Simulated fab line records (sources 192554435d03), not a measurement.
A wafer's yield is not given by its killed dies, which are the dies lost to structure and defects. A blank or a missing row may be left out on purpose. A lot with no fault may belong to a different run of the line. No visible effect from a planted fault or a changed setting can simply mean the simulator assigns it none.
Chamber matching + flow n5_finfet + N5_BEOL_M1_ILD_DEP_00 on pecvd-02 has 3 sister chambers
The step deposits SiOC from DEMS/O2, target thk 79 nm, time 15.3 s. 6 wafers are shown with their chamber, then 7 later ones without.

== WAFERS, EACH WITH ITS CHAMBER ==
| wafer  | chamber | throttle_valve_pct (%) | showerhead_plenum_p_Torr (Torr) |
|--------|---------|------------------------|---------------------------------|
| L078.4 | 2       | 12.5                   | 5.683                           |
| L085.2 | 0       | 11.4                   | 5.696                           |
| L085.3 | 1       | 12.9                   | 5.717                           |
| L085.4 | 0       | 11.4                   | 5.697                           |
| L087.1 | 1       | 12.8                   | 5.717                           |
| L087.5 | 2       | 12.7                   | 5.682                           |

== WAFERS WITHOUT THEIR CHAMBER ==
| wafer  | throttle_valve_pct (%) | showerhead_plenum_p_Torr (Torr) |
|--------|------------------------|---------------------------------|
| L087.6 | 11.2                   | 5.703                           |
| L090.2 | 12.8                   | 5.684                           |
| L090.3 | 11.2                   | 5.705                           |
| L090.5 | 11.5                   | 5.710                           |
| L095.1 | 11.4                   | 5.696                           |
| L095.4 | 12.9                   | 5.720                           |
| L095.6 | 11.5                   | 5.704                           |

== WHICH CHAMBER EACH WENT THROUGH ==
| wafer  | from the rows above | in truth                   |
|--------|---------------------|----------------------------|
| L087.6 | 0                   | 0                          |
| L090.2 | 2                   | 2                          |
| L090.3 | 0                   | 0                          |
| L090.5 | 1                   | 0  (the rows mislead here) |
| L095.1 | 0                   | 0                          |
| L095.4 | 1                   | 1                          |
| L095.6 | 0                   | 0                          |
Correct placement for 6 of the 7. Number that these rows cannot place: 0. Placed wrongly: 1.
How it was worked out, from the rows above alone: a wafer's distance from a chamber is the root of the sum, over the readings, of the square of ((its reading less the chamber's mean) divided by the reading's scatter). The wafer belongs to the nearest chamber; if the next one is less than 2 further off, it can't be placed. A chamber's mean is the mean of its shown wafers. The scatter: take each reading less its chamber's mean, square it, sum over the shown wafers, divide by the number of wafers less the number of chambers, and take the root.
